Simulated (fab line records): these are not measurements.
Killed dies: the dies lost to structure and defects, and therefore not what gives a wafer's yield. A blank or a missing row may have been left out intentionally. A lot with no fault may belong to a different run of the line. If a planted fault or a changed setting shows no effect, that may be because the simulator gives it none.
Split-lot trial ; flow n5Finfet ; 21 wafers read from 7 lots, route of 1938 steps

ABOUT THE SPLIT
At N5_SD_EPI_N_ETCH_16 (etches SiO2 in CHF3/O2, target depth 5 nm), the setting targetDepthA was moved away from the recipe's 50 angstrom on 5 of the 21 wafers read, by -8.5% to +11.0%. The other wafers ran this setting at the recipe's value.

The split's own step is where the reading is taken.

THE READING
etch.depthNm (the simulator's own value, which no gauge read), in nm, at N5_SD_EPI_N_ETCH_16 (etches SiO2 in CHF3/O2, target depth 5 nm). No usual value for it is given in the file. Across the 16 wafers here that went through the recipe, the average is 4.979 nm and the standard deviation 0.068 nm.

wafer;tool, chamber at the split;targetDepthA as run, angstrom;against the recipe;etch.depthNm, nm;against lot-mates on the recipe
L077.2;rieDiel-05, 0;55.52;+11.0%;5.698;+0.673
L077.4;rieDiel-05, 1;50;recipe;4.977;-
L077.6;rieDiel-05, 0;50;recipe;5.073;-
L079.1;rieDiel-06, 1;45.77;-8.5%;4.601;-0.441
L079.3;rieDiel-06, 2;45.77;-8.5%;4.54;-0.502
L079.6;rieDiel-06, 1;50;recipe;5.042;-
L081.4;rieDiel-05, 1;50;recipe;4.965;-
L081.5;rieDiel-05, 3;50;recipe;5.039;-
L081.6;rieDiel-05, 0;50;recipe;5.115;-
L083.2;rieDiel-06, 0;50;recipe;4.944;-
L083.3;rieDiel-06, 1;50;recipe;4.929;-
L083.6;rieDiel-06, 0;50;recipe;4.901;-
L086.1;rieDiel-06, 0;50;recipe;4.918;-
L086.4;rieDiel-06, 2;50;recipe;4.911;-
L086.6;rieDiel-06, 2;50;recipe;4.925;-
L088.1;rieDiel-02, 2;50;recipe;5.027;-
L088.3;rieDiel-02, 1;50;recipe;4.967;-
L088.6;rieDiel-02, 3;50;recipe;5.053;-
L092.2;rieDiel-06, 0;54.03;+8.1%;5.329;+0.448
L092.4;rieDiel-06, 2;54.03;+8.1%;5.444;+0.563
L092.5;rieDiel-06, 3;50;recipe;4.881;-

THE FIT
A straight line over all 21 wafers: etch.depthNm changes by +0.054 nm for each +1% of targetDepthA; r = +0.96; the points scatter about the line by 0.073 nm.
The same after taking each lot's own level away (the mean of its wafers on the recipe; 21 wafers): +0.0595 nm for each +1%; r = +0.99; scatter 0.041 nm.
On that fit, the largest move of targetDepthA shifts the reading by 0.66 nm.
The lots' own levels span 4.8810 to 5.0420 nm, that is 2.4 times the standard deviation above.
Hence the lot-to-lot level has little effect on the slope; both slopes agree.
Check: +0.658 nm against its lot-mates is what the line predicts for one of the wafers moved furthest among these (+11.0%) when that wafer is left out of the fit. Against them it came out at +0.673 nm.

OTHER SPLITS APPLIED TO THESE WAFERS
These wafers also went through other splits before the reading. Each is held against what the fit with the lots' levels taken away leaves over:
other split on the same wafers;wafers away from the commonest value;r with etch.depthNm (lot level and that fit taken away)
N5_SD_EPI_N_EXPOSE_06 doseMj;7;+0.07

THE FILE'S OWN FIT
etch.depthNm changes by +0.0599 nm for each +1% of targetDepthA, r = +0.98.
